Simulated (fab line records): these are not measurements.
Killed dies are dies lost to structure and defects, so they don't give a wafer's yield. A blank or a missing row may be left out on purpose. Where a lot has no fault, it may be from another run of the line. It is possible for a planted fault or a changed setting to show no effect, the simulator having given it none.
Chamber matching / flow n5 finfet / rie diel-01 running N5_BEOL_M8_STRIP_67: 4 sister chambers
The step strips in CF4. 4 wafers are shown with their chamber, then 9 later ones without.

## WAFERS WITH THEIR CHAMBER
wafer=L080.4; chamber=0; drypump motor current A (A)=5.7
wafer=L093.4; chamber=3; drypump motor current A (A)=6.5
wafer=L093.5; chamber=2; drypump motor current A (A)=5.1
wafer=L093.6; chamber=1; drypump motor current A (A)=5.8

## WAFERS WITH NO CHAMBER GIVEN
wafer=L094.2; drypump motor current A (A)=5.7
wafer=L094.3; drypump motor current A (A)=5.6
wafer=L094.4; drypump motor current A (A)=6.5
wafer=L095.1; drypump motor current A (A)=5.6
wafer=L095.4; drypump motor current A (A)=5.2
wafer=L095.5; drypump motor current A (A)=6.5
wafer=L096.1; drypump motor current A (A)=6.5
wafer=L096.2; drypump motor current A (A)=5.6
wafer=L096.6; drypump motor current A (A)=5.7

## WHICH CHAMBER EACH ONE RAN IN
wafer=L094.2; from the rows above=can't be placed: 0 or 1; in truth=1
wafer=L094.3; from the rows above=can't be placed: 0 or 1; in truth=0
wafer=L094.4; from the rows above=3; in truth=3
wafer=L095.1; from the rows above=can't be placed: 0 or 1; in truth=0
wafer=L095.4; from the rows above=2; in truth=2
wafer=L095.5; from the rows above=3; in truth=3
wafer=L096.1; from the rows above=3; in truth=3
wafer=L096.2; from the rows above=can't be placed: 0 or 1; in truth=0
wafer=L096.6; from the rows above=can't be placed: 0 or 1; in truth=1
Correct placement for 4 of the 9. From these rows, 5 cannot be placed; in 5 the true chamber is one of the candidates. 0 placed wrongly.
How it was worked out, from the rows above alone: a wafer's distance from a chamber is the root of the sum, over the readings, of the square of ((its reading less the chamber's mean) divided by the reading's scatter). The wafer belongs to the nearest chamber; if the next one is less than 2 further off, it can't be placed. Each chamber's mean is taken over the wafers shown for it. The scatter: with one shown wafer a chamber, the root of the mean of the squares of how far each hidden wafer lies from its nearest shown one.
